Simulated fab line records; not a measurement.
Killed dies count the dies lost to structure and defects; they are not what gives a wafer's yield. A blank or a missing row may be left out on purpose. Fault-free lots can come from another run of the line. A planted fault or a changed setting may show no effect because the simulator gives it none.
Struck lot and sound lot, side by side ; flow n5 finfet ; 36 steps out of a route of 1938
Sound: the wafers L270.2, L270.3, L270.5. Struck: wafer L268.5 (left out: L268.4, L268.6 of the same lot, which were not struck); the cause appears at the end.
Order at every step that has rows: each side's tool, ch and its chambers, its first start. Under that, the readings that differ: sound wafers ; struck wafers ; difference of the means ; sigmas: that difference in standard deviations of wafers without a fault.
alike: readings whose means differ by less than 2 such deviations, and words and numbers that are the same on both sides. not compared: withheld readings, readings that some wafer has no value for, bounds like >300 that may hide the same value, and numbers for which the record gives no deviation and whose values overlap.
Wherever a step has rows on one side only, a row that says differs or no value, or a row with sigmas, the two part there. Non-overlapping numbers with no deviation appear without sigmas and do not part them. A reading that every wafer of one side lacks parts them only if that side has two wafers or more.

first, 8 steps without rows for these wafers: N5_BEOL_M1_ECD_50 (material Cu, target thk 300 nm); N5_BEOL_M1_ANNEAL_51 (time 90 s); N5_BEOL_M1_CMP_52 (polishes, stops on SiOC, t overpolish 6.8 s, target thk 40 nm); N5_BEOL_M1_PRE_CLEAN_60 (time 15 s); N5_BEOL_M1_CO_CAP_55 (material Co, precursor CCTBA/H2, target thk 2 nm, time 102.1 s); N5_BEOL_M1_PRE_CLEAN_56 (time 15 s); N5_BEOL_M1_DEP_57 (deposits SiCN from 3MS/NH3, target thk 8 nm, time 14 s); N5_BEOL_M2_ILD_DEP_00 (deposits SiOC from DEMS/O2, target thk 79 nm, time 15.3 s).
N5_BEOL_M2_PECVD_72: deposits SiO2 from TEOS/O2, target thk 16 nm, time 18 s.
  sound on pecvd-04 ch 1, day 10 06:16; struck on pecvd-01 ch 0, day 10 03:00
reading;sound;struck;difference;sigmas
throttle valve pct (%);20.2 20.3 20.5;23.9;+3.6;+4
model.SiO2_of_BEOL_M2_PECVD_72.thk nm (nm);16 16 16;16.8;+0.8;
  alike: heater power w, showerhead plenum p Torr
then, 25 steps without rows for these wafers: N5_BEOL_M2_HM_DEP_02 (deposits TiN, target thk 20 nm); N5_BEOL_M2_COAT_61 (time 60 s, resist thk 60 nm); N5_BEOL_M2_COAT_62 (time 60 s, resist thk 12 nm); N5_BEOL_M2_COAT_73 (time 60 s, resist thk 5 nm); N5_BEOL_M2_COAT_05 (resist thk 30 nm); N5_BEOL_M2_EBR_07; N5_BEOL_M2_SOFTBAKE_06 (time 60 s); N5_BEOL_M2_EXPOSE_08 (exposes mask M2); N5_BEOL_M2_PEB_09 (peb time 60 s); N5_BEOL_M2_DEVELOP_10 (develop time 30 s); N5_BEOL_M2_DESCUM_16 (chemistry O2, time 7 s); N5_BEOL_M2_ETCH_74 (etches underlayer in N2/H2, target depth 6.5 nm, time 5.2 s); N5_BEOL_M2_ETCH_63 (etches SiARC in CF4, target depth 15.6 nm, time 26 s); N5_BEOL_M2_ETCH_64 (etches SOC in N2/H2, target depth 75 nm, overetch 22.5 nm, time 121.9 s); N5_BEOL_M2_STRIP_65 (strips in N2/H2); N5_BEOL_M2_STRIP_75 (strips in N2/H2); N5_BEOL_M2_STRIP_66 (strips in CF4); N5_BEOL_M2_HM_OPEN_17 (chemistry Cl2/BCl3, target TiN, target depth 20 nm, overetch 6 nm); N5_BEOL_M2_STRIP_19 (strips in O2); N5_BEOL_M2_COAT_67 (time 60 s, resist thk 60 nm); N5_BEOL_M2_COAT_68 (time 60 s, resist thk 12 nm); N5_BEOL_M2_COAT_76 (time 60 s, resist thk 5 nm); N5_BEOL_M2_COAT_22 (resist thk 30 nm); N5_BEOL_M2_EBR_24; N5_BEOL_M2_SOFTBAKE_23 (time 60 s).
N5_BEOL_M2_HM_STRIP_39: strips TiN in peroxide tin strip, target depth 25 nm, time 158 s.
  sound on wet bench-05 ch 1,3,4, day 10 16:02; struck on wet bench-03 ch 1, day 10 16:04
reading;sound;struck;difference;sigmas
model.SiO2_of_BEOL_M2_PECVD_72.thk nm (nm);15.8 16 15.8;16.6;+0.7;
N5_BEOL_M4_RC_MEAS_101:
  sound on prober-02 ch 0, day 11 20:56; struck on prober-01 ch 0, day 11 21:01
reading;sound;struck;difference;sigmas
DIBL_N (mV/V);38.2 39.0 36.9;34.2;-3.8;-3
IOFF_P (nA/um);0.255 0.272 0.238;0.199;-0.056;-2
SS_N (mV/dec);72.0 72.5 71.5;70.8;-1.2;-2
  alike: DIBL_P, IOFF_N, ION_N, ION_P, SS_P, VT_N, VT_P

## WHERE THEY PART
First at N5_BEOL_M2_PECVD_72; last, within this record, at N5_BEOL_M4_RC_MEAS_101.

WHY: the cause the simulator had injected
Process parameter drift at N5_BEOL_M2_PECVD_72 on pecvd-01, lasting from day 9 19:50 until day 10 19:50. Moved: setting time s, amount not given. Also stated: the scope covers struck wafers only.
